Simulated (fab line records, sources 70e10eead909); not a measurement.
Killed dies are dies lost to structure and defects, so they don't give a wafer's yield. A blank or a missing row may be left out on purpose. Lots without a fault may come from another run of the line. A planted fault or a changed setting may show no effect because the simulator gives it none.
fab line records | flow nand_harc | part 1 of 2: steps 1 to 36 of 43
record lots=5 wafers=15 last_day=32
route steps=1302 shown P_STI@105 P_GATE@110
lots that met no fault: from a run of the same line without faults
start_h: hours from the record's first day to the start of the lot's first wafer shown | wait_h: hours since the lot's step before | " the same as in the row above | L1.1+2: a row that stands for several wafers | - no value, or no start given | * or withheld: withheld | < > ~ a bound
route shown NAME@n: a module of which the file shows steps, and the number in the route of the first | usual: mean/standard deviation of fault-free wafers | same: alike in all rows | chamber/n: place in a boat | sites: the reading at each site | _std_site: their standard deviation | _edge_site: outer sites' mean less inner sites' | radius_mm: how far each site lies from the wafer's centre | mask NAME#n: copy n | behind: the tool/chamber that last shaped the wafer | hold: why the lot was held/for how many hours/how that ended | device: the transistor (n, p or np) that didn't switch | end of line: the same wafers' tests at the end of the route | a step without rows: its recipe alone | killed: dies lost to structure and defects at the first sort, not the wafer's yield | map: a wafer's dies, x killed, . not, _ none there
set.NAME: the setting as run; set.NAME@STEP: as run at that earlier step | model.NAME: the simulator's own value behind a step, which no gauge read
lots at some steps of the route; a table a step, a row a wafer
services: from which hour (start_h, from the record's first day; less than 0 if before it) a tool's chamber was out of use, for how many hours, and why
## steps
# step NHARC_P_STI_ETCH_37
# recipe target_depth_a=110 chemistry=dHF material=SiO2
# columns lot.wafer tool chamber start_h wait_h
L079.3+6+1 wet_bench-05 7,0,4 - -
L084.2+6+3 wet_bench-06 5,0,1 - -
L085.4+5+1 wet_bench-03 3,4,0 - -
L086.2+6+5 wet_bench-06 5,6,7 - -
L094.5+4+6 wet_bench-03 2,5,6 - -
# step NHARC_P_STI_PRECLEAN_38
# recipe time_s=* temp_c=50 bath_age_min=0 chemistry=SC1
# usual temp_c=50.01/0.12
# columns lot.wafer tool chamber start_h wait_h temp_c
L079.3 wet_bench-05 7 - - 50.03
L079.6 " 0 " " 49.79
L079.1 " 4 " " 50.09
L084.2 wet_bench-06 5 - - 50.24
L084.6 " 0 " " 49.86
L084.3 " 1 " " 49.84
L085.4 wet_bench-03 3 - - 49.85
L085.5 " 4 " " 50.08
L085.1 " 0 " " 49.95
L086.2 wet_bench-06 5 - - 50.04
L086.6 " 6 " " 50.16
L086.5 " 7 " " 50.09
L094.5 wet_bench-03 2 - - 50.04
L094.4 " 5 " " 49.98
L094.6 " 6 " " 49.70
# step NHARC_P_STI_SRD_39
# columns lot.wafer tool chamber start_h wait_h
L079.3+6+1 wet_bench-05 7,0,4 - -
L084.2+6+3 wet_bench-06 5,0,1 - -
L085.4+5+1 wet_bench-03 3,4,0 - -
L086.2+6+5 wet_bench-06 5,6,7 - -
L094.5+4+6 wet_bench-03 2,5,6 - -
# step NHARC_P_STI_OXIDE_40
# recipe target_thk_a=100 temp_c=900 ox_time_s=1362 material=SiO2
# usual spike_tc_bottom_C=916/3.2 tube_center_temp_C=900.01/0.077 zone_power_bottom_pct=28.3/1.8
# columns lot.wafer tool chamber start_h wait_h spike_tc_bottom_C tube_center_temp_C zone_power_bottom_pct
L079.1 furnace-07 0 116.59 - 917 899.84 30.4
L079.3 " 0 " " 918 899.98 30.7
L079.6 " 0 " " 916 900.05 31.1
L084.2 furnace-07 0 168.54 - 916 900.01 30.5
L084.3 " 0 " " 917 899.95 30.9
L084.6 " 0 " " 916 900.09 30.8
L085.1 furnace-06 0 178.17 - 911 899.93 27.1
L085.4 " 0 " " 912 900.02 27.6
L085.5 " 0 " " 913 899.99 27.1
L086.2 furnace-07 0 191.09 - 916 900.13 30.6
L086.5 " 0 " " 916 900.1 30.6
L086.6 " 0 " " 916 900.04 30.7
L094.4 furnace-06 0 265.41 - 913 900.12 27.3
L094.5 " 0 " " 912 899.9 27.2
L094.6 " 0 " " 913 900.05 27.4
# step NHARC_P_STI_INSPECT_25
# usual raw_defect_count=218/79
# columns lot.wafer tool chamber start_h wait_h raw_defect_count
L079.1 defect_inspect-02 - 120.70 0.4 183
L079.3 " - " " 168
L079.6 " - " " 148
L084.2 defect_inspect-02 - 172.59 0.4 221
L084.3 " - " " 382
L084.6 " - " " 229
L085.1 defect_inspect-02 - 182.21 0.4 240
L085.4 " - " " 270
L085.5 " - " " 285
L086.2 defect_inspect-02 - 195.18 0.4 314
L086.5 " - " " 234
L086.6 " - " " 337
L094.4 defect_inspect-01 - 269.42 0.4 99
L094.5 " - " " 362
L094.6 " - " " 130
# step NHARC_P_GATE_ETCH_69
# recipe target_depth_a=140 chemistry=dHF material=SiO2
# columns lot.wafer tool chamber start_h wait_h
L079.1+6+3 wet_bench-04 5,6,7 120.75 0.1
L084.6+2+3 wet_bench-07 2,4,5 172.67 0.1
L085.1+4+5 wet_bench-04 4,5,6 182.28 0.1
L086.2+5+6 wet_bench-04 5,6,7 195.24 0.1
L094.6+4+5 wet_bench-04 6,0,2 269.47 0.0
# step NHARC_P_GATE_PRECLEAN_70
# recipe time_s=* temp_c=50 bath_age_min=0 chemistry=SC1
# usual temp_c=49.98/0.12
# columns lot.wafer tool chamber start_h wait_h temp_c
L079.1 wet_bench-04 5 120.85 0.1 49.93
L079.6 " 6 " " 50.13
L079.3 " 7 " " 50.02
L084.6 wet_bench-07 2 172.74 0.1 50.08
L084.2 " 4 " " 50.05
L084.3 " 5 " " 49.94
L085.1 wet_bench-04 4 182.36 0.1 49.89
L085.4 " 5 " " 49.90
L085.5 " 6 " " 49.86
L086.2 wet_bench-04 5 195.33 0.1 49.85
L086.5 " 6 " " 49.97
L086.6 " 7 " " 49.98
L094.6 wet_bench-04 6 269.57 0.1 49.93
L094.4 " 0 " " 50.09
L094.5 " 2 " " 50.06
# step NHARC_P_GATE_SRD_01
# columns lot.wafer tool chamber start_h wait_h
L079.1+6+3 wet_bench-04 5,6,7 - -
L084.6+2+3 wet_bench-07 2,4,5 - -
L085.1+4+5 wet_bench-04 4,5,6 - -
L086.2+5+6 wet_bench-04 5,6,7 - -
L094.6+4+5 wet_bench-04 6,0,2 - -
# step NHARC_P_GATE_OXIDE_02
# recipe target_thk_a=375 temp_c=950 p_h2o_torr=720 ox_time_s=365 material=SiO2
# usual spike_tc_bottom_C=970.6/1 tube_center_temp_C=950.00/0.096 zone_power_bottom_pct=32.8/2.8
# columns lot.wafer tool chamber start_h wait_h spike_tc_bottom_C tube_center_temp_C zone_power_bottom_pct
L079.1 furnace-04 0 124.43 - 974.2 950.00 31.6
L079.3 " 0 " " 971.3 950.07 32.1
L079.6 " 0 " " 971.7 950.05 32.3
L084.2 furnace-05 0 176.08 - 970.4 949.91 28.4
L084.3 " 0 " " 970.6 949.89 28.0
L084.6 " 0 " " 970.7 949.70 28.5
L085.1 furnace-01 0 185.57 - 971.4 950.06 35.0
L085.4 " 0 " " 970.0 950.00 35.2
L085.5 " 0 " " 971.2 949.99 34.4
L086.2 furnace-01 0 198.54 - 971.6 950.04 34.8
L086.5 " 0 " " 970.3 950.11 35.4
L086.6 " 0 " " 969.7 950.04 35.8
L094.4 furnace-01 0 273.99 - 970.4 950.03 35.0
L094.5 " 0 " " 969.9 949.93 35.6
L094.6 " 0 " " 971.2 949.92 34.4
# step NHARC_P_GATE_DEHYDRATE_03
# recipe temp_c=150 time_s=120
# columns lot.wafer tool chamber start_h wait_h
L079.1+3+6 litho_track-03 0 129.03 0.4
L084.2+3+6 litho_track-02 0 180.69 0.4
L085.1+4+5 litho_track-03 0 190.15 0.4
L086.2+5+6 litho_track-02 0 203.16 0.4
L094.4+5+6 litho_track-05 0 278.57 0.4
# step NHARC_P_GATE_HMDS_04
# recipe time_s=30
# columns lot.wafer tool chamber start_h wait_h
L079.1+3+6 litho_track-03 0 - -
L084.2+3+6 litho_track-02 0 - -
L085.1+4+5 litho_track-03 0 - -
L086.2+5+6 litho_track-02 0 - -
L094.4+5+6 litho_track-05 0 - -
# step NHARC_P_GATE_COAT_05
# recipe spin_rpm=4690
# columns lot.wafer tool chamber start_h wait_h
L079.1+3+6 litho_track-03 0 - -
L084.2+3+6 litho_track-02 0 - -
L085.1+4+5 litho_track-03 0 - -
L086.2+5+6 litho_track-02 0 - -
L094.4+5+6 litho_track-05 0 - -
# step NHARC_P_GATE_SOFTBAKE_06
# recipe temp_c=122 time_s=95
# columns lot.wafer tool chamber start_h wait_h
L079.1+3+6 litho_track-03 0 - -
L084.2+3+6 litho_track-02 0 - -
L085.1+4+5 litho_track-03 0 - -
L086.2+5+6 litho_track-02 0 - -
L094.4+5+6 litho_track-05 0 - -
# step NHARC_P_GATE_EBR_07
# columns lot.wafer tool chamber start_h wait_h
L079.1+3+6 litho_track-03 0 - -
L084.2+3+6 litho_track-02 0 - -
L085.1+4+5 litho_track-03 0 - -
L086.2+5+6 litho_track-02 0 - -
L094.4+5+6 litho_track-05 0 - -
# step NHARC_P_GATE_EXPOSE_08
# recipe na=0.6 dose_mj=16.75 mask_id=P_HV
# columns lot.wafer tool chamber start_h wait_h mask
L079.1+3+6 krf_scanner-01 0 129.30 - P_HV#0
L084.2+3+6 krf_scanner-01 0 180.96 - P_HV#0
L085.1+4+5 krf_scanner-04 0 190.43 - P_HV#0
L086.2+5+6 krf_scanner-03 0 203.43 - P_HV#0
L094.4+5+6 krf_scanner-04 0 278.86 - P_HV#0
# step NHARC_P_GATE_PEB_09
# recipe peb_temp_c=118 peb_time_s=85
# columns lot.wafer tool chamber start_h wait_h
L079.1+3+6 litho_track-02 0 129.36 0.1
L084.2+3+6 litho_track-02 0 181.02 0.1
L085.1+4+5 litho_track-05 0 190.49 0.1
L086.2+5+6 litho_track-05 0 203.49 0.1
L094.4+5+6 litho_track-05 0 278.91 0.0
# step NHARC_P_GATE_DEVELOP_10
# recipe time_s=70
# columns lot.wafer tool chamber start_h wait_h
L079.1+3+6 litho_track-02 0 - -
L084.2+3+6 litho_track-02 0 - -
L085.1+4+5 litho_track-05 0 - -
L086.2+5+6 litho_track-05 0 - -
L094.4+5+6 litho_track-05 0 - -
# step NHARC_P_GATE_CD_MEAS_11
# recipe target_cd_nm=1640 landing_energy_ev=500
# usual cd_nm=1639.3/2.8
# columns lot.wafer tool chamber start_h wait_h cd_nm
L079.1 cd_sem-03 0 129.45 - 1634.6
L079.3 " 0 " " 1636.1
L079.6 " 0 " " 1636.9
L084.2 cd_sem-03 0 181.12 - 1639.9
L084.3 " 0 " " 1636.8
L084.6 " 0 " " 1637.0
L085.1 cd_sem-01 0 190.58 - 1632.0
L085.4 " 0 " " 1637.9
L085.5 " 0 " " 1635.7
L086.2 cd_sem-02 0 203.59 - 1638.8
L086.5 " 0 " " 1638.6
L086.6 " 0 " " 1636.4
L094.4 cd_sem-02 0 279.00 - 1640.1
L094.5 " 0 " " 1639.1
L094.6 " 0 " " 1639.0
# step NHARC_P_GATE_HARDBAKE_12
# recipe temp_c=125 time_s=80
# columns lot.wafer tool chamber start_h wait_h
L079.1+3+6 litho_track-02 0 129.53 -
L084.2+3+6 litho_track-02 0 181.20 -
L085.1+4+5 litho_track-03 0 190.66 -
L086.2+5+6 litho_track-02 0 203.67 -
L094.4+5+6 litho_track-02 0 279.08 -
# step NHARC_P_GATE_DESCUM_13
# recipe time_s=3 o2_flow_sccm=200 ar_flow_sccm=0 bias_power_w=0 chemistry=O2
# usual drypump_motor_current_A=5.7/0.33 oes_product_au=1.004/0.013 rf_vpp_V=57.7/0.96 showerhead_plenum_p_Torr=1.93/0.093 throttle_valve_pct=11.312/0.0094
# columns lot.wafer tool chamber start_h wait_h drypump_motor_current_A oes_product_au rf_hours_counter_h rf_vpp_V showerhead_plenum_p_Torr throttle_valve_pct
L079.3 rie_diel-13 0 129.63 - 5.8 0.982 8 58.3 1.85 11.309
L079.1 " 1 " " 6.0 1.024 8 58.8 1.95 11.288
L079.6 " 2 " " 5.7 1.011 - 60.4 2.00 11.310
L084.2 rie_diel-01 0 181.29 - 5.5 0.998 7 56.9 1.84 11.308
L084.3 " 2 " " 5.4 0.993 7 57.8 2.00 11.322
L084.6 " 0 " " 5.5 1.007 - 58.3 1.84 11.308
L085.1 rie_diel-01 0 190.77 - 5.5 1.007 8 57.8 1.84 11.319
L085.4 " 1 " " 5.7 0.988 9 58.7 2.02 11.305
L085.5 " 3 " " 6.0 1.003 - 57.5 1.81 11.318
L086.2 rie_diel-01 3 203.78 - 6.0 1.009 8 56.4 1.81 11.316
L086.6 " 0 " " 5.5 1.004 - 56.8 1.84 11.318
L086.5 " 1 " " 5.7 0.997 - 56.7 2.02 11.327
L094.4 rie_diel-01 2 279.17 - 5.4 1.003 5 58.8 1.99 11.300
L094.5 " 1 " " 5.7 1.010 - 58.4 2.02 11.319
L094.6 " 2 " " 5.3 1.005 - 58.0 1.99 11.313
# step NHARC_P_GATE_ETCH_14
# recipe target_depth_a=488 chemistry=dHF material=SiO2
# columns lot.wafer tool chamber start_h wait_h
L079.3+6+1 wet_bench-01 2,4,5 129.78 0.1
L084.3+2+6 wet_bench-04 1,2,5 181.42 0.1
L085.1+5+4 wet_bench-07 4,5,7 190.88 0.1
L086.6+5+2 wet_bench-04 7,0,1 203.89 0.1
L094.4+5+6 wet_bench-04 7,0,1 279.31 0.1
# step NHARC_P_GATE_STRIP_15
# recipe time_s=780 temp_c=130 chemistry=SPM
# usual temp_c=130.00/0.14
# columns lot.wafer tool chamber start_h wait_h temp_c
L079.3 wet_bench-01 2 129.82 0.0 130.09
L079.6 " 4 " " 130.10
L079.1 " 5 " " 130.27
L084.3 wet_bench-04 1 181.46 0.0 129.97
L084.2 " 2 " " 130.01
L084.6 " 5 " " 130.08
L085.1 wet_bench-07 4 190.92 0.0 130.12
L085.5 " 5 " " 129.82
L085.4 " 7 " " 130.02
L086.6 wet_bench-04 7 203.93 0.0 129.61
L086.5 " 0 " " 129.92
L086.2 " 1 " " 130.09
L094.4 wet_bench-04 7 279.36 0.0 130.28
L094.5 " 0 " " 130.16
L094.6 " 1 " " 129.96
# step NHARC_P_GATE_PRECLEAN_71
# recipe time_s=* temp_c=50 bath_age_min=0 chemistry=SC1
# usual temp_c=49.99/0.12
# columns lot.wafer tool chamber start_h wait_h temp_c
L079.3 wet_bench-01 2 - - 49.76
L079.6 " 4 " " 49.90
L079.1 " 5 " " 49.89
L084.3 wet_bench-04 1 - - 49.95
L084.2 " 2 " " 50.14
L084.6 " 5 " " 49.89
L085.1 wet_bench-07 4 - - 50.00
L085.5 " 5 " " 49.99
L085.4 " 7 " " 50.23
L086.6 wet_bench-04 7 - - 50.00
L086.5 " 0 " " 50.07
L086.2 " 1 " " 49.96
L094.4 wet_bench-04 7 - - 49.85
L094.5 " 0 " " 50.03
L094.6 " 1 " " 50.17
# step NHARC_P_GATE_SRD_72
# columns lot.wafer tool chamber start_h wait_h
L079.3+6+1 wet_bench-01 2,4,5 - -
L084.3+2+6 wet_bench-04 1,2,5 - -
L085.1+5+4 wet_bench-07 4,5,7 - -
L086.6+5+2 wet_bench-04 7,0,1 - -
L094.4+5+6 wet_bench-04 7,0,1 - -
# step NHARC_P_GATE_OXIDE_16
# recipe target_thk_a=30 temp_c=875 ox_time_s=392 material=SiO2
# usual spike_tc_bottom_C=895.9/1.2 tube_center_temp_C=875.01/0.073 zone_power_bottom_pct=26.1/2.5
# columns lot.wafer tool chamber start_h wait_h spike_tc_bottom_C tube_center_temp_C zone_power_bottom_pct
L079.1 furnace-01 0 133.80 - 894.4 874.91 29.2
L079.3 " 0 " " 895.6 875.06 28.9
L079.6 " 0 " " 894.7 874.97 28.7
L084.2 furnace-05 0 185.10 - 895.4 875.01 23.9
L084.3 " 0 " " 896.5 875.04 24.1
L084.6 " 0 " " 897.3 874.92 23.7
L085.1 furnace-01 0 194.35 - 894.3 874.99 30.0
L085.4 " 0 " " 896.4 875.07 29.6
L085.5 " 0 " " 895.4 874.94 29.1
L086.2 furnace-04 0 207.72 - 896.2 874.96 26.8
L086.5 " 0 " " 895.3 875.06 26.8
L086.6 " 0 " " 896.3 875.19 26.5
L094.4 furnace-04 0 283.13 - 896.7 874.98 26.6
L094.5 " 0 " " 896.0 875 26.7
L094.6 " 0 " " 895.9 875.17 27.1
# step NHARC_P_GATE_CVD_17
# recipe target_thk_a=1500 temp_c=620 time_s=900 material=poly-Si
# usual spike_tc_bottom_C=641.3/1.5 tube_center_temp_C=620/0.056 zone_power_bottom_pct=14.1/1.1
# columns lot.wafer tool chamber start_h wait_h spike_tc_bottom_C tube_center_temp_C zone_power_bottom_pct
L079.1 lpcvd_poly-04 0 140.03 2.7 642.1 620.02 14.8
L079.3 " 0 " " 641.6 619.91 14.8
L079.6 " 0 " " 643.5 620.09 15.3
L084.2 lpcvd_poly-04 0 191.30 2.7 642.4 619.91 15.0
L084.3 " 0 " " 641.2 620.09 15.0
L084.6 " 0 " " 640.1 620.08 15.3
L085.1 lpcvd_poly-04 0 200.55 2.7 641.2 620.03 14.9
L085.4 " 0 " " 642.6 619.94 14.9
L085.5 " 0 " " 642.9 620.02 14.7
L086.2 lpcvd_poly-01 0 213.84 2.6 640.4 620.08 12.0
L086.5 " 0 " " 642.4 619.97 12.3
L086.6 " 0 " " 642.7 620.07 12.2
L094.4 lpcvd_poly-01 0 289.28 2.6 641.9 619.95 12.2
L094.5 " 0 " " 643.1 620.02 12.0
L094.6 " 0 " " 643.9 620.02 12.1
# step NHARC_P_GATE_HM_DEP_102
# recipe target_thk_a=1200 temp_c=400 material=aC
# usual throttle_valve_pct=34.999/0.0083
# columns lot.wafer tool chamber start_h wait_h throttle_valve_pct
L079.1 acl_dep-02 0 143.81 1.6 34.998
L079.3 " 0 " " 34.994
L079.6 " 0 " " 35.004
L084.2 acl_dep-02 0 199.81 6.3 35.002
L084.3 " 0 " " 34.994
L084.6 " 0 " " 34.987
L085.1 acl_dep-02 0 205.95 3.2 34.988
L085.4 " 0 " " 34.993
L085.5 " 0 " " 34.994
L086.2 acl_dep-02 0 216.53 0.5 35.007
L086.5 " 0 " " 34.990
L086.6 " 0 " " 35.013
L094.4 acl_dep-02 0 292.20 0.7 35.001
L094.5 " 0 " " 34.997
L094.6 " 0 " " 34.985
# step NHARC_P_GATE_DEP_103
# recipe target_thk_a=300 target_thk_nm=30 temp_c=400 flow_sccm=200 rf_w=350 material=SiON
# usual heater_power_w=786/90
# columns lot.wafer tool chamber start_h wait_h heater_power_w
L079.1 pecvd-02 1 144.47 0.6 810
L079.3 " 2 " " 853
L079.6 " 0 " " 705
L084.2 pecvd-03 1 200.42 0.5 650
L084.3 " 2 " " 820
L084.6 " 1 " " 656
L085.1 pecvd-02 1 206.67 0.6 796
L085.5 " 2 " " 764
L085.4 " 0 " " 716
L086.2 pecvd-02 0 217.09 0.5 724
L086.6 " 0 " " 735
L086.5 " 1 " " 818
L094.5 pecvd-02 0 292.63 0.2 696
L094.6 " 1 " " 756
L094.4 " 2 " " 822
# step NHARC_P_GATE_DEHYDRATE_18
# recipe temp_c=150 time_s=120
# columns lot.wafer tool chamber start_h wait_h
L079.1+3+6 litho_track-04 0 144.74 0.2
L084.2+3+6 litho_track-01 0 200.67 0.2
L085.1+4+5 litho_track-01 0 206.88 0.2
L086.2+5+6 litho_track-04 0 217.36 0.2
L094.4+5+6 litho_track-01 0 292.82 0.1
# step NHARC_P_GATE_HMDS_19
# recipe time_s=30
# columns lot.wafer tool chamber start_h wait_h
L079.1+3+6 litho_track-04 0 - -
L084.2+3+6 litho_track-01 0 - -
L085.1+4+5 litho_track-01 0 - -
L086.2+5+6 litho_track-04 0 - -
L094.4+5+6 litho_track-01 0 - -
# step NHARC_P_GATE_COAT_20
# recipe spin_rpm=1500 resist_thk_nm=90
# usual dispense_pressure_kPa=50/3.5
# columns lot.wafer tool chamber start_h wait_h dispense_pressure_kPa
L079.1 litho_track-04 0 - - 45
L079.3 " 0 " " 45
L079.6 " 0 " " 45
L084.2 litho_track-01 0 - - 54
L084.3 " 0 " " 54
L084.6 " 0 " " 54
L085.1 litho_track-01 0 - - 54
L085.4 " 0 " " 54
L085.5 " 0 " " 54
L086.2 litho_track-04 0 - - 45
L086.5 " 0 " " 45
L086.6 " 0 " " 45
L094.4 litho_track-01 0 - - 54
L094.5 " 0 " " 54
L094.6 " 0 " " 54
# step NHARC_P_GATE_SOFTBAKE_21
# recipe temp_c=105 time_s=55
# columns lot.wafer tool chamber start_h wait_h
L079.1+3+6 litho_track-04 0 - -
L084.2+3+6 litho_track-01 0 - -
L085.1+4+5 litho_track-01 0 - -
L086.2+5+6 litho_track-04 0 - -
L094.4+5+6 litho_track-01 0 - -
# step NHARC_P_GATE_EBR_22
# columns lot.wafer tool chamber start_h wait_h
L079.1+3+6 litho_track-04 0 - -
L084.2+3+6 litho_track-01 0 - -
L085.1+4+5 litho_track-01 0 - -
L086.2+5+6 litho_track-04 0 - -
L094.4+5+6 litho_track-01 0 - -
# step NHARC_P_GATE_EXPOSE_23
# recipe na=1.35 target_cd_nm=120 dose_mj=93.91 mask_id=P_GATE
# columns lot.wafer tool chamber start_h wait_h mask
L079.1+3+6 arfi_scanner-03 0 145.00 - P_GATE#0
L084.2+3+6 arfi_scanner-02 0 200.82 - P_GATE#0
L085.1+4+5 arfi_scanner-03 0 207.15 - P_GATE#0
L086.2+5+6 arfi_scanner-01 0 217.63 - P_GATE#0
L094.4+5+6 arfi_scanner-03 0 292.98 - P_GATE#0
# step NHARC_P_GATE_PEB_24
# recipe peb_temp_c=100 peb_time_s=65
# columns lot.wafer tool chamber start_h wait_h
L079.1+3+6 litho_track-04 0 145.06 0.1
L084.2+3+6 litho_track-04 0 200.87 0.1
L085.1+4+5 litho_track-01 0 207.21 0.1
L086.2+5+6 litho_track-06 0 217.69 0.1
L094.4+5+6 litho_track-04 0 293.03 0.0
# step NHARC_P_GATE_DEVELOP_25
# recipe develop_time_s=35 dev_temp_c=23
# columns lot.wafer tool chamber start_h wait_h
L079.1+3+6 litho_track-04 0 - -
L084.2+3+6 litho_track-04 0 - -
L085.1+4+5 litho_track-01 0 - -
L086.2+5+6 litho_track-06 0 - -
L094.4+5+6 litho_track-04 0 - -
